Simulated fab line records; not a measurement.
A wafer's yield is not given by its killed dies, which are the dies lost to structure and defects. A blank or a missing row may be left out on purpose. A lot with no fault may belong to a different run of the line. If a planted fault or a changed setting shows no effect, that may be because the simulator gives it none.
Which tool did it? / flow nand_harc / 33 wafers from 11 lots sampled at 5 of the route's 1302 steps

== WHAT THE GAUGES SHOWED, per wafer ==
NHARC_END_SORT_01.
lot=L690; measured=day 24 08:58; on=prober-02; killed_at_array=21 22 18; killed_at_other=0 0 0; killed_at_periphery=3 2 0; killed_dies=24 24 18; killed_open=1 1 2; killed_short=2 3 0
lot=L691; measured=day 25 01:17; on=prober-01; killed_at_array=60 80 61; killed_at_other=0 0 0; killed_at_periphery=3 4 2; killed_dies=63 84 63; killed_open=1 5 0; killed_short=2 6 1
lot=L692; measured=day 25 09:04; on=prober-01; killed_at_array=56 67 70; killed_at_other=1 0 0; killed_at_periphery=2 4 0; killed_dies=59 71 70; killed_open=3 2 2; killed_short=1 2 3
lot=L694; measured=day 26 04:05; on=prober-01; killed_at_array=62 75 65; killed_at_other=0 0 0; killed_at_periphery=0 0 4; killed_dies=62 75 69; killed_open=2 1 3; killed_short=2 1 2
lot=L695; measured=day 27 07:38; on=prober-01; killed_at_array=53 52 63; killed_at_other=3 1 3; killed_at_periphery=4 1 2; killed_dies=60 54 68; killed_open=7 4 3; killed_short=6 2 4
lot=L697; measured=day 27 08:28; on=prober-02; killed_at_array=66 75 67; killed_at_other=1 2 1; killed_at_periphery=9 10 3; killed_dies=76 87 71; killed_open=3 4 4; killed_short=1 4 2
lot=L703; measured=day 30 13:02; on=prober-01; killed_at_array=42 39 676; killed_at_other=0 1 0; killed_at_periphery=1 3 1; killed_dies=43 43 677; killed_open=2 5 1; killed_short=2 1 2
lot=L704; measured=day 30 14:42; on=prober-02; killed_at_array=21 24 673; killed_at_other=0 1 0; killed_at_periphery=6 6 4; killed_dies=27 31 677; killed_open=3 6 4; killed_short=2 2 1
lot=L711; measured=day 33 12:05; on=prober-02; killed_at_array=50 61 60; killed_at_other=1 0 2; killed_at_periphery=4 2 1; killed_dies=55 63 63; killed_open=2 4 1; killed_short=1 3 3
lot=L712; measured=day 34 02:20; on=prober-01; killed_at_array=38 40 39; killed_at_other=0 2 1; killed_at_periphery=5 4 1; killed_dies=43 46 41; killed_open=1 1 2; killed_short=4 3 1
lot=L713; measured=day 34 17:55; on=prober-02; killed_at_array=58 57 52; killed_at_other=3 1 0; killed_at_periphery=1 4 3; killed_dies=62 62 55; killed_open=0 8 4; killed_short=3 1 2

== EACH LOT AND THE TOOL THAT RAN IT (in order: tool; ch and the chambers of the sampled wafers; start) ==
lot=L690; NHARC_A_CONTACT_ETCH_88=rie_diel-03 ch 0,2,3, day 22 02:32; NHARC_A_CONTACT_ETCH_134=har_cap_etch-02 ch 0,1, day 22 03:37; NHARC_A_CONTACT_ETCH_98=rie_diel-12 ch 0,1,2, day 22 05:37; NHARC_A_CONTACT_ETCH_110=rie_diel-03 ch 0,1, day 22 06:00
lot=L691; NHARC_A_CONTACT_ETCH_88=rie_diel-03 ch 1,2, day 22 21:07; NHARC_A_CONTACT_ETCH_134=har_cap_etch-02 ch 0,1, day 22 22:47; NHARC_A_CONTACT_ETCH_98=rie_diel-03 ch 0,2,3, day 23 00:41; NHARC_A_CONTACT_ETCH_110=rie_diel-03 ch 2,3, day 23 01:04
lot=L692; NHARC_A_CONTACT_ETCH_88=rie_diel-02 ch 0,3, day 23 04:26; NHARC_A_CONTACT_ETCH_134=har_cap_etch-02 ch 0,1, day 23 05:32; NHARC_A_CONTACT_ETCH_98=rie_diel-02 ch 0,3, day 23 07:29; NHARC_A_CONTACT_ETCH_110=rie_diel-03 ch 1,2,3, day 23 07:52
lot=L694; NHARC_A_CONTACT_ETCH_88=rie_diel-03 ch 0,3, day 23 21:12; NHARC_A_CONTACT_ETCH_134=har_cap_etch-01 ch 0,1, day 23 22:20; NHARC_A_CONTACT_ETCH_98=rie_diel-02 ch 0,2,3, day 24 00:13; NHARC_A_CONTACT_ETCH_110=rie_diel-03 ch 0,1,2, day 24 00:37
lot=L695; NHARC_A_CONTACT_ETCH_88=rie_diel-03 ch 0,2,3, day 24 08:05; NHARC_A_CONTACT_ETCH_134=har_cap_etch-03 ch 0,1, day 24 09:10; NHARC_A_CONTACT_ETCH_98=rie_diel-03 ch 0,1,3, day 24 11:07; NHARC_A_CONTACT_ETCH_110=rie_diel-02 ch 0,1,2, day 24 11:32
lot=L697; NHARC_A_CONTACT_ETCH_88=rie_diel-03 ch 1,2,3, day 24 22:01; NHARC_A_CONTACT_ETCH_134=har_cap_etch-03 ch 1, day 24 23:06; NHARC_A_CONTACT_ETCH_98=rie_diel-03 ch 0,2,3, day 25 01:03; NHARC_A_CONTACT_ETCH_110=rie_diel-03 ch 0,2,3, day 25 01:26
lot=L703; NHARC_A_CONTACT_ETCH_88=rie_diel-12 ch 0,1,3, day 28 07:17; NHARC_A_CONTACT_ETCH_134=har_cap_etch-01 ch 0,1, day 28 08:20; NHARC_A_CONTACT_ETCH_98=rie_diel-03 ch 0,1,3, day 28 10:56; NHARC_A_CONTACT_ETCH_110=rie_diel-03 ch 1,2,3, day 28 11:31
lot=L704; NHARC_A_CONTACT_ETCH_88=rie_diel-03 ch 0,1,2, day 28 11:48; NHARC_A_CONTACT_ETCH_134=har_cap_etch-03 ch 0,1, day 28 13:13; NHARC_A_CONTACT_ETCH_98=rie_diel-03 ch 0,1,3, day 28 15:06; NHARC_A_CONTACT_ETCH_110=rie_diel-03 ch 0,1,2, day 28 15:28
lot=L711; NHARC_A_CONTACT_ETCH_88=rie_diel-03 ch 0,1, day 31 07:43; NHARC_A_CONTACT_ETCH_134=har_cap_etch-02 ch 1, day 31 08:56; NHARC_A_CONTACT_ETCH_98=rie_diel-12 ch 1,2,3, day 31 10:58; NHARC_A_CONTACT_ETCH_110=rie_diel-12 ch 0,1,2, day 31 11:26
lot=L712; NHARC_A_CONTACT_ETCH_88=rie_diel-03 ch 0,3, day 31 21:15; NHARC_A_CONTACT_ETCH_134=har_cap_etch-01 ch 0,1, day 31 22:59; NHARC_A_CONTACT_ETCH_98=rie_diel-12 ch 0,1,3, day 32 00:56; NHARC_A_CONTACT_ETCH_110=rie_diel-02 ch 2,3, day 32 01:20
lot=L713; NHARC_A_CONTACT_ETCH_88=rie_diel-03 ch 0,2,3, day 32 13:14; NHARC_A_CONTACT_ETCH_134=har_cap_etch-01 ch 0,1, day 32 14:40; NHARC_A_CONTACT_ETCH_98=rie_diel-03 ch 1,2, day 32 16:35; NHARC_A_CONTACT_ETCH_110=rie_diel-03 ch 1,2,3, day 32 16:58
- NHARC_A_CONTACT_ETCH_88: etches the open film in CF4, target depth 39 nm, time 65 s.
- NHARC_A_CONTACT_ETCH_134: etches the open film in C4F8/O2/Ar, time 140 s, target depth 700 nm.
- NHARC_A_CONTACT_ETCH_98: etches the open film in C4F6/O2, target depth 20 nm, time 10 s.
- NHARC_A_CONTACT_ETCH_110: etches the open film in CF4/O2, target depth 60 nm, overetch 6 nm, time 33 s.

== WHAT THE TOOLS THEMSELVES READ (means of the sampled wafers that have a number; where no wafer has one, the mark that the record gives instead) ==
NHARC_A_CONTACT_ETCH_88.
lot=L690; tool=rie_diel-03; drypump_motor_current_A (A)=5.7; mfc_ar_sccm (sccm)=0.013; oes_product_au (a.u.)=1.009; rf_vpp_V (V)=150.4; showerhead_plenum_p_Torr (Torr)=1.742; throttle_valve_pct (%)=13.285
lot=L691; tool=rie_diel-03; drypump_motor_current_A (A)=6.1; mfc_ar_sccm (sccm)=0.000; oes_product_au (a.u.)=1.010; rf_vpp_V (V)=150.8; showerhead_plenum_p_Torr (Torr)=1.717; throttle_valve_pct (%)=13.278
lot=L692; tool=rie_diel-02; drypump_motor_current_A (A)=5.5; mfc_ar_sccm (sccm)=0.000; oes_product_au (a.u.)=1.004; rf_vpp_V (V)=152.5; showerhead_plenum_p_Torr (Torr)=1.834; throttle_valve_pct (%)=13.278
lot=L694; tool=rie_diel-03; drypump_motor_current_A (A)=5.4; mfc_ar_sccm (sccm)=0.015; oes_product_au (a.u.)=1.004; rf_vpp_V (V)=151.0; showerhead_plenum_p_Torr (Torr)=1.754; throttle_valve_pct (%)=13.293
lot=L695; tool=rie_diel-03; drypump_motor_current_A (A)=5.7; mfc_ar_sccm (sccm)=0.013; oes_product_au (a.u.)=0.994; rf_vpp_V (V)=151.5; showerhead_plenum_p_Torr (Torr)=1.739; throttle_valve_pct (%)=13.291
lot=L697; tool=rie_diel-03; drypump_motor_current_A (A)=5.7; mfc_ar_sccm (sccm)=0.011; oes_product_au (a.u.)=1.001; rf_vpp_V (V)=150.9; showerhead_plenum_p_Torr (Torr)=1.730; throttle_valve_pct (%)=13.281
lot=L703; tool=rie_diel-12; drypump_motor_current_A (A)=5.8; mfc_ar_sccm (sccm)=0.012; oes_product_au (a.u.)=0.992; rf_vpp_V (V)=152.0; showerhead_plenum_p_Torr (Torr)=1.808; throttle_valve_pct (%)=13.287
lot=L704; tool=rie_diel-03; drypump_motor_current_A (A)=5.8; mfc_ar_sccm (sccm)=0.002; oes_product_au (a.u.)=0.990; rf_vpp_V (V)=150.9; showerhead_plenum_p_Torr (Torr)=1.725; throttle_valve_pct (%)=13.287
lot=L711; tool=rie_diel-03; drypump_motor_current_A (A)=5.5; mfc_ar_sccm (sccm)=0.002; oes_product_au (a.u.)=0.999; rf_vpp_V (V)=150.3; showerhead_plenum_p_Torr (Torr)=1.727; throttle_valve_pct (%)=13.286
lot=L712; tool=rie_diel-03; drypump_motor_current_A (A)=5.3; mfc_ar_sccm (sccm)=0.024; oes_product_au (a.u.)=1.001; rf_vpp_V (V)=150.9; showerhead_plenum_p_Torr (Torr)=1.746; throttle_valve_pct (%)=13.291
lot=L713; tool=rie_diel-03; drypump_motor_current_A (A)=5.7; mfc_ar_sccm (sccm)=0.013; oes_product_au (a.u.)=1.002; rf_vpp_V (V)=150.9; showerhead_plenum_p_Torr (Torr)=1.730; throttle_valve_pct (%)=13.282

NHARC_A_CONTACT_ETCH_98.
lot=L690; tool=rie_diel-12; drypump_motor_current_A (A)=5.8; mfc_ar_sccm (sccm)=501.4; oes_product_au (a.u.)=0.957; rf_vpp_V (V)=547.2; showerhead_plenum_p_Torr (Torr)=3.97; throttle_valve_pct (%)=26.900
lot=L691; tool=rie_diel-03; drypump_motor_current_A (A)=5.7; mfc_ar_sccm (sccm)=498.5; oes_product_au (a.u.)=0.965; rf_vpp_V (V)=545.5; showerhead_plenum_p_Torr (Torr)=3.86; throttle_valve_pct (%)=26.903
lot=L692; tool=rie_diel-02; drypump_motor_current_A (A)=5.6; mfc_ar_sccm (sccm)=500.2; oes_product_au (a.u.)=0.961; rf_vpp_V (V)=550.0; showerhead_plenum_p_Torr (Torr)=4.06; throttle_valve_pct (%)=26.905
lot=L694; tool=rie_diel-02; drypump_motor_current_A (A)=5.8; mfc_ar_sccm (sccm)=499.9; oes_product_au (a.u.)=0.946; rf_vpp_V (V)=548.3; showerhead_plenum_p_Torr (Torr)=3.99; throttle_valve_pct (%)=26.904
lot=L695; tool=rie_diel-03; drypump_motor_current_A (A)=5.5; mfc_ar_sccm (sccm)=499.3; oes_product_au (a.u.)=0.953; rf_vpp_V (V)=546.0; showerhead_plenum_p_Torr (Torr)=3.87; throttle_valve_pct (%)=26.897
lot=L697; tool=rie_diel-03; drypump_motor_current_A (A)=5.7; mfc_ar_sccm (sccm)=501.1; oes_product_au (a.u.)=0.951; rf_vpp_V (V)=545.3; showerhead_plenum_p_Torr (Torr)=3.86; throttle_valve_pct (%)=26.899
lot=L703; tool=rie_diel-03; drypump_motor_current_A (A)=5.4; mfc_ar_sccm (sccm)=502.6; oes_product_au (a.u.)=0.866; rf_vpp_V (V)=544.9; showerhead_plenum_p_Torr (Torr)=3.86; throttle_valve_pct (%)=26.907
lot=L704; tool=rie_diel-03; drypump_motor_current_A (A)=5.5; mfc_ar_sccm (sccm)=499.7; oes_product_au (a.u.)=0.854; rf_vpp_V (V)=545.4; showerhead_plenum_p_Torr (Torr)=3.86; throttle_valve_pct (%)=26.900
lot=L711; tool=rie_diel-12; drypump_motor_current_A (A)=5.8; mfc_ar_sccm (sccm)=499.3; oes_product_au (a.u.)=0.958; rf_vpp_V (V)=548.4; showerhead_plenum_p_Torr (Torr)=4.01; throttle_valve_pct (%)=26.902
lot=L712; tool=rie_diel-12; drypump_motor_current_A (A)=5.8; mfc_ar_sccm (sccm)=501.1; oes_product_au (a.u.)=0.950; rf_vpp_V (V)=548.7; showerhead_plenum_p_Torr (Torr)=3.99; throttle_valve_pct (%)=26.911
lot=L713; tool=rie_diel-03; drypump_motor_current_A (A)=5.9; mfc_ar_sccm (sccm)=499.1; oes_product_au (a.u.)=0.984; rf_vpp_V (V)=544.5; showerhead_plenum_p_Torr (Torr)=3.80; throttle_valve_pct (%)=26.898

NHARC_A_CONTACT_ETCH_110.
lot=L690; tool=rie_diel-03; drypump_motor_current_A (A)=5.5; mfc_ar_sccm (sccm)=0.003; oes_product_au (a.u.)=1.010; rf_vpp_V (V)=196.6; showerhead_plenum_p_Torr (Torr)=1.31; throttle_valve_pct (%)=13.397
lot=L691; tool=rie_diel-03; drypump_motor_current_A (A)=6.0; mfc_ar_sccm (sccm)=0.011; oes_product_au (a.u.)=1.004; rf_vpp_V (V)=197.1; showerhead_plenum_p_Torr (Torr)=1.30; throttle_valve_pct (%)=13.395
lot=L692; tool=rie_diel-03; drypump_motor_current_A (A)=5.7; mfc_ar_sccm (sccm)=0.011; oes_product_au (a.u.)=1.001; rf_vpp_V (V)=197.1; showerhead_plenum_p_Torr (Torr)=1.31; throttle_valve_pct (%)=13.398
lot=L694; tool=rie_diel-03; drypump_motor_current_A (A)=5.8; mfc_ar_sccm (sccm)=0.002; oes_product_au (a.u.)=1.010; rf_vpp_V (V)=196.8; showerhead_plenum_p_Torr (Torr)=1.30; throttle_valve_pct (%)=13.393
lot=L695; tool=rie_diel-02; drypump_motor_current_A (A)=5.8; mfc_ar_sccm (sccm)=0.001; oes_product_au (a.u.)=1.005; rf_vpp_V (V)=196.6; showerhead_plenum_p_Torr (Torr)=1.32; throttle_valve_pct (%)=13.394
lot=L697; tool=rie_diel-03; drypump_motor_current_A (A)=5.7; mfc_ar_sccm (sccm)=0.013; oes_product_au (a.u.)=1.000; rf_vpp_V (V)=197.1; showerhead_plenum_p_Torr (Torr)=1.31; throttle_valve_pct (%)=13.394
lot=L703; tool=rie_diel-03; drypump_motor_current_A (A)=5.8; mfc_ar_sccm (sccm)=0.011; oes_product_au (a.u.)=1.008; rf_vpp_V (V)=196.4; showerhead_plenum_p_Torr (Torr)=1.30; throttle_valve_pct (%)=13.397
lot=L704; tool=rie_diel-03; drypump_motor_current_A (A)=5.8; mfc_ar_sccm (sccm)=0.002; oes_product_au (a.u.)=0.990; rf_vpp_V (V)=197.7; showerhead_plenum_p_Torr (Torr)=1.30; throttle_valve_pct (%)=13.395
lot=L711; tool=rie_diel-12; drypump_motor_current_A (A)=5.7; mfc_ar_sccm (sccm)=0.012; oes_product_au (a.u.)=0.999; rf_vpp_V (V)=198.6; showerhead_plenum_p_Torr (Torr)=1.34; throttle_valve_pct (%)=13.390
lot=L712; tool=rie_diel-02; drypump_motor_current_A (A)=5.4; mfc_ar_sccm (sccm)=0.001; oes_product_au (a.u.)=0.998; rf_vpp_V (V)=198.0; showerhead_plenum_p_Torr (Torr)=1.33; throttle_valve_pct (%)=13.393
lot=L713; tool=rie_diel-03; drypump_motor_current_A (A)=5.7; mfc_ar_sccm (sccm)=0.011; oes_product_au (a.u.)=0.995; rf_vpp_V (V)=197.1; showerhead_plenum_p_Torr (Torr)=1.30; throttle_valve_pct (%)=13.392

== THE ANSWER, worked out from the rows above alone ==
Rule: usual is defined by the lots themselves. The widest of any qualifying gaps counts: lots, ordered by their means at a reading, are off when they make up no more than a third of the lots, leave a main group of 4 or more, and stand apart from it by 3 or more times the standard deviation of that group's means. If all means in a main group match to the digits the tables above print for the reading, that group is not used. A lot without any number at a reading at which 4 lots or more have one is off too. Where the step has rows for the other lots, those lots are counted as sound. First the gauges in route order, then the tools' own readings, where a lot's mean is used as printed above. The first step at which some lot is off is used, and at that step the reading that is off furthest; a lot without a number counts as furthest.
Off: L703, L704 (NHARC_END_SORT_01, killed_at_array). Main group: mean 55, sd 15.
If a tool, at a process step before that reading, ran all the lots that are off and no sound lot after the first of them, it fits. The gauges at NHARC_END_SORT_01 aren't tried: what is off there is off at NHARC_A_CONTACT_ETCH_98 too, on other tools, and a gauge's error can't cause that. Not one of the candidates tried fits.

== WHAT THE SIMULATOR PUT IN ==
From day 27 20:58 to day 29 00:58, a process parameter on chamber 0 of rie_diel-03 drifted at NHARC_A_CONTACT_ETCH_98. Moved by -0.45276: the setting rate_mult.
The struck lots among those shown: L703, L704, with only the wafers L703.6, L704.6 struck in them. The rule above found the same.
